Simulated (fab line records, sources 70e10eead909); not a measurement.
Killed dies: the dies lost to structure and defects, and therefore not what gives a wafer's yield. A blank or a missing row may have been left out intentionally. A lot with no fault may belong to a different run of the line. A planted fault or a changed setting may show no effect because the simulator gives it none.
A lot that was struck, set against a sound lot || flow nand harc || 14 steps out of a route of 1302
Sound: wafers L129.1, L129.3, L129.4. Struck: wafer L133.5; the same lot's L133.4 was not struck, so it is left out; see the end for the cause.
Per side, at each step with rows, come the tool, then ch with its chambers, and then its first start. Under that, the readings that differ: sound wafers || struck wafers || difference of the means || sigmas: that difference in standard deviations of wafers without a fault.
alike: a reading whose means differ by less than 2 such deviations, as well as words and numbers matching on both sides. not compared: withheld readings; readings where some wafer has no value; bounds like >300 that might hide an equal value; numbers whose values overlap and for which the record gives no deviation.
The two part at a step that has a row with sigmas, a row that says differs or no value, or rows on one side only. Non-overlapping numbers with no deviation appear without sigmas and do not part them. A reading that every wafer of one side lacks parts them only if that side has two wafers or more.

first, 1 step without rows for these wafers: NHARC_A_ONON_D1_DEP_12 (target thk 1000 nm).
NHARC_A_ONON_D1_THK_MEAS_14: measures by ellipsometry.
  sound on film metro-02 at day 12 17:42; struck on film metro-01 at day 14 17:05
  alike: thk nm
then, 2 steps without rows for these wafers: NHARC_A_ONON_D1_ANNEAL_15 (time 3600 s); NHARC_A_ONON_D1_DEP_16 (target thk 1000 nm).
NHARC_A_ONON_D1_THK_MEAS_18: measures by ellipsometry.
  sound on film metro-02 at day 13 01:44; struck on film metro-01 at day 15 01:11
  alike: thk nm
then NHARC_A_ONON_D1_DEP_19 (target thk 1000 nm), 1 step lacking rows for these wafers.
NHARC_A_ONON_D1_THK_MEAS_21: measures by ellipsometry.
  sound on film metro-02 at day 13 02:17; struck on film metro-02 at day 15 01:46
  alike: thk nm
then NHARC_A_ONON_D1_DEP_22 (target thk 1000 nm), 1 step lacking rows for these wafers.
NHARC_A_ONON_D1_THK_MEAS_24: measures by ellipsometry.
  sound on film metro-02 at day 13 02:52; struck on film metro-02 at day 15 02:20
  alike: thk nm
then NHARC_A_ONON_D1_DEP_25 (target thk 1000 nm), 1 step lacking rows for these wafers.
NHARC_A_ONON_D1_THK_MEAS_27: measures by ellipsometry.
  sound on film metro-01 at day 13 03:26; struck on film metro-02 at day 15 02:55
{"reading": "thk nm (nm)", "sound": "1017 1019 1019", "struck": 995, "difference": -23, "sigmas": -2}
NHARC_A_ONON_D1_DEP_28: target thk 1000 nm.
  sound on pecvd onon-01 ch 0, day 13 03:29; struck on pecvd onon-02 ch 0, day 15 03:08
NHARC_A_ONON_D1_THK_MEAS_30: measures by ellipsometry.
  sound on film metro-01 at day 13 03:59; struck on film metro-02 at day 15 03:29
{"reading": "thk nm (nm)", "sound": "998 999 997", "struck": 1042, "difference": "+44", "sigmas": "+4"}
NHARC_A_ONON_D1_DEP_33: deposits SiO2, target thk 200 nm.
  sound on pecvd-01 ch 0,1, day 13 04:03; struck on pecvd-03 ch 2, day 15 03:40
  alike: heater power w, mfc precursor sccm, throttle valve pct
  not compared: since wet clean h

WHERE THEY PART
First at NHARC_A_ONON_D1_THK_MEAS_27; last, within this record, at NHARC_A_ONON_D1_THK_MEAS_30. Later steps at which nothing parts them and some readings are alike: NHARC_A_ONON_D1_DEP_33.

WHY: what had been put in by the simulator
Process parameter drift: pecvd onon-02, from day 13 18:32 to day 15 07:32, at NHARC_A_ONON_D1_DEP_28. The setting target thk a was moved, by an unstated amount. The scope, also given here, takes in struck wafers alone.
